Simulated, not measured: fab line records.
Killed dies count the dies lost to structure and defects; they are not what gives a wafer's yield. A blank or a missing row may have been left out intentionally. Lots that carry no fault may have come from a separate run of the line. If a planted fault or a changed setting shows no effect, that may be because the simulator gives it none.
Which of the tools did it? ; flow n5 finfet ; Sampling: 9 lots, 27 wafers, 5 of 1938 route steps

## WHAT THE GAUGES SHOWED, per wafer
N5_PMOS_HMC_CHANNEL_EPI_THK_MEAS_22. Usual: for HMC_CMP_THK the level is 53.9 nm and the standard deviation is 0.76.
lot;measured;on;HMC_CMP_THK (nm);flag
L718;day 1 20:05;film metro-02;53.9 54.6 54.5;
L720;day 2 07:45;film metro-02;54.6 54.3 53.6;
L723;day 3 02:22;film metro-01;55.0 54.8 54.6;
L727;day 4 01:48;film metro-02;52.3 53.5 53.8;
L735;day 6 01:43;film metro-01;54.4 53.9 54.0;
L737;day 6 13:46;film metro-01;54.2 54.6 54.4;
L739;day 7 01:50;film metro-02;55.5 54.3 53.8;
L740;day 7 07:50;film metro-01;53.6 53.5 54.8;
L741;day 7 14:10;film metro-02;53.9 51.8 53.7;

N5_PMOS_HMC_CHANNEL_EPI_INSPECT_30: inspects for defects (darkfield). Usual: 18 for raw defect count, sd 6.6.
lot;measured;on;raw defect count;flag
L718;day 1 20:34;defect inspect-01;23 32 16;
L720;day 2 08:14;defect inspect-02;25 16 16;
L723;day 3 02:50;defect inspect-02;23 25 15;
L727;day 4 02:20;defect inspect-02;14 19 16;
L735;day 6 02:12;defect inspect-02;18 24 30;
L737;day 6 14:14;defect inspect-01;28 17 23;
L739;day 7 02:25;defect inspect-02;24 19 8;
L740;day 7 08:22;defect inspect-01;18 9 9;
L741;day 7 14:42;defect inspect-01;17 21 22;

N5_BEOL_M4_RC_MEAS_101. Usual: DIBL_N 36.2 mV/V, standard deviation 1.7; DIBL_P 36.2 mV/V, standard deviation 2.2; IOFF_N 0.16 nA/um, standard deviation 0.035; IOFF_P 0.21 nA/um, standard deviation 0.042; ION_N 673 uA/um, standard deviation 13; ION_P 462 uA/um, standard deviation 7.9; SS_N 71.4 mV/dec, standard deviation 0.59; SS_P 73.2 mV/dec, standard deviation 0.7; VT_N 250 mV, standard deviation 3.6; VT_P -251 mV, standard deviation 3.5.
lot;measured;on;DIBL_N (mV/V);DIBL_P (mV/V);IOFF_N (nA/um);IOFF_P (nA/um);ION_N (uA/um);ION_P (uA/um);SS_N (mV/dec);SS_P (mV/dec);VT_N (mV);VT_P (mV);flag
L718;day 7 14:49;prober-01;39.5 37.5 34.2;39.9 36.7 33.5;0.20 0.17 0.11;0.24 0.20 0.15;672 681 642;458 461 443;72.9 71.9 71.0;74.6 74.5 72.4;248 253 256;-248 -251 -256;
L720;day 8 05:29;prober-01;33.7 35.4 35.9;35.2 37.1 37.6;0.14 0.16 0.18;0.21 0.23 0.23;667 674 682;469 473 473;70.5 71.1 71.9;72.9 73.2 74.0;252 250 248;-250 -248 -250;
L723;day 8 20:38;prober-01;39.8 39.8 41.5;40.7 39.1 41.8;0.25 0.22 0.28;0.32 0.28 0.36;705 680 688;485 468 478;72.4 71.3 72.1;74.7 74.4 74.7;240 246 243;-245 -248 -243;
L727;day 10 17:28;prober-01;38.1 37.1 38.6;38.7 37.4 39.1;0.19 0.17 0.19;0.24 0.22 0.25;695 678 681;468 464 466;72.1 72.0 72.6;73.9 73.7 74.6;248 250 245;-246 -250 -246;
L735;day 12 13:05;prober-02;36.2 35.4 36.9;35.5 35.1 37.5;0.16 0.16 0.17;0.21 0.21 0.24;670 677 676;465 468 462;71.2 71.6 72.2;73.1 73.0 73.1;251 249 249;-249 -249 -249;
L737;day 12 23:57;prober-01;35.2 37.4 36.4;34.0 36.2 34.2;0.13 0.18 0.15;0.18 0.22 0.19;668 685 661;460 467 455;71.4 71.3 70.8;72.7 72.8 73.1;250 245 249;-253 -251 -252;
L739;day 13 14:12;prober-01;37.8 36.2 37.1;37.2 34.0 34.9;0.16 0.12 0.15;0.25 0.19 0.21;669 673 675;459 462 470;71.8 71.5 70.9;73.6 72.6 72.3;247 255 249;-247 -251 -249;
L740;day 13 15:37;prober-02;37.0 34.4 37.7;36.1 33.8 37.8;0.16 0.12 0.18;0.21 0.17 0.24;668 666 678;459 457 459;71.3 71.0 71.8;72.9 71.9 73.3;251 255 247;-250 -253 -249;
L741;day 13 17:47;prober-01;34.9 35.1 34.1;36.8 35.5 35.1;0.15 0.14 0.13;0.17 0.16 0.16;665 672 666;450 451 454;70.6 71.4 71.0;73.9 73.2 73.1;252 252 255;-257 -259 -258;

## EACH LOT AND THE TOOL THAT RAN IT (in order: tool; ch and the chambers of the sampled wafers; start)
lot;N5_PMOS_HMC_CHANNEL_EPI_HM_OPEN_15;N5_FIN_SAQP_COAT_10
L718;rie diel-02 ch 0,1,2, day 1 17:55;litho track-02 ch 0, day 1 21:48
L720;rie diel-02 ch 1,2,3, day 2 05:33;litho track-02 ch 0, day 2 09:19
L723;rie diel-06 ch 0,2,3, day 2 23:47;litho track-02 ch 0, day 3 03:52
L727;rie diel-05 ch 0,1,3, day 3 23:32;litho track-02 ch 0, day 4 03:22
L735;rie diel-02 ch 0,3, day 5 23:29;litho track-05 ch 0, day 6 03:11
L737;rie diel-02 ch 0,1, day 6 11:35;litho track-02 ch 0, day 6 15:12
L739;rie diel-06 ch 0,1,2, day 6 23:15;litho track-01 ch 0, day 7 03:29
L740;rie diel-06 ch 0,2,3, day 7 05:19;litho track-01 ch 0, day 7 09:33
L741;rie diel-06 ch 0,3, day 7 11:45;litho track-02 ch 0, day 7 15:40
- N5_PMOS_HMC_CHANNEL_EPI_HM_OPEN_15: chemistry CHF3/O2, target SiO2, target depth 40.6 nm, time 20.3 s.
- N5_FIN_SAQP_COAT_10: resist thk 90 nm.

## AS READ BY THE TOOLS THEMSELVES (means over the sampled wafers that have a number; for cases with no such wafer, the mark the record gives instead)
N5_PMOS_HMC_CHANNEL_EPI_HM_OPEN_15. Usual: CHF3_flow_sccm 50.01 sccm, standard deviation 0.15; O2_flow_sccm 5.001 sccm, standard deviation 0.017; drypump motor current A 5.6 A, standard deviation 0.49; oes product au 0.76 a.u., standard deviation 0.063; rf vpp V 525 V, standard deviation 7.2; showerhead plenum p Torr 2.42 Torr, standard deviation 0.11; throttle valve pct 18.98 %, standard deviation 0.24.
lot;tool;CHF3_flow_sccm (sccm);O2_flow_sccm (sccm);drypump motor current A (A);oes product au (a.u.);rf vpp V (V);showerhead plenum p Torr (Torr);throttle valve pct (%);flag
L718;rie diel-02;49.89;4.983;5.3;0.74;523;2.36;19.12;
L720;rie diel-02;50.03;5.009;5.4;0.73;526;2.36;19.09;
L723;rie diel-06;50.12;5.013;5.8;0.75;525;2.40;18.85;
L727;rie diel-05;50.08;4.987;5.8;0.82;531;2.42;18.82;
L735;rie diel-02;50.16;5.009;5.4;0.75;521;2.51;19.10;
L737;rie diel-02;50.02;5.008;5.3;0.73;516;2.42;19.21;
L739;rie diel-06;49.87;4.999;5.9;0.78;521;2.40;18.83;
L740;rie diel-06;49.92;4.996;5.9;0.72;525;2.39;18.90;
L741;rie diel-06;50.06;4.998;5.6;0.75;528;2.37;18.83;

N5_FIN_SAQP_COAT_10. Usual: exhaust pa 44.8 Pa, standard deviation 0.85; resist line temp C 22.99 C, standard deviation 0.098; spin speed rpm 1500.1 rpm, standard deviation 0.97.
lot;tool;exhaust pa (Pa);resist line temp C (C);spin speed rpm (rpm);flag
L718;litho track-02;44.7;23.01;1499.7;
L720;litho track-02;45.4;23.15;1501.1;
L723;litho track-02;44.7;23.01;1424.2;OFF
L727;litho track-02;44.9;22.93;1424.0;OFF
L735;litho track-05;45.2;23.02;1500.7;
L737;litho track-02;44.7;23.04;1500.4;
L739;litho track-01;44.1;22.97;1499.0;
L740;litho track-01;45.2;23.01;1499.8;
L741;litho track-02;45.0;22.86;1500.8;

## THE ANSWER, worked out from the rows above alone
Rule: take the mean of a lot's wafers that have a number; if it is more than 3 standard deviations from the usual mean, the lot is off. A lot without any number at a reading at which 4 lots or more have one is off too. Where the step has rows for the other lots, those lots are counted as sound. First the gauges in route order, then the tools' own readings, where a lot's mean is used as printed above. The first step at which some lot is off is used, and at that step the reading that is off furthest; a lot without a number counts as furthest.
Off at N5_FIN_SAQP_COAT_10 (spin speed rpm): L723, L727.
A tool fits if, at that step or a process step before it, it ran every lot that is off, and no sound lot after the first of them. Not one of the candidates tried fits.

## WHAT THE SIMULATOR HAD INSERTED
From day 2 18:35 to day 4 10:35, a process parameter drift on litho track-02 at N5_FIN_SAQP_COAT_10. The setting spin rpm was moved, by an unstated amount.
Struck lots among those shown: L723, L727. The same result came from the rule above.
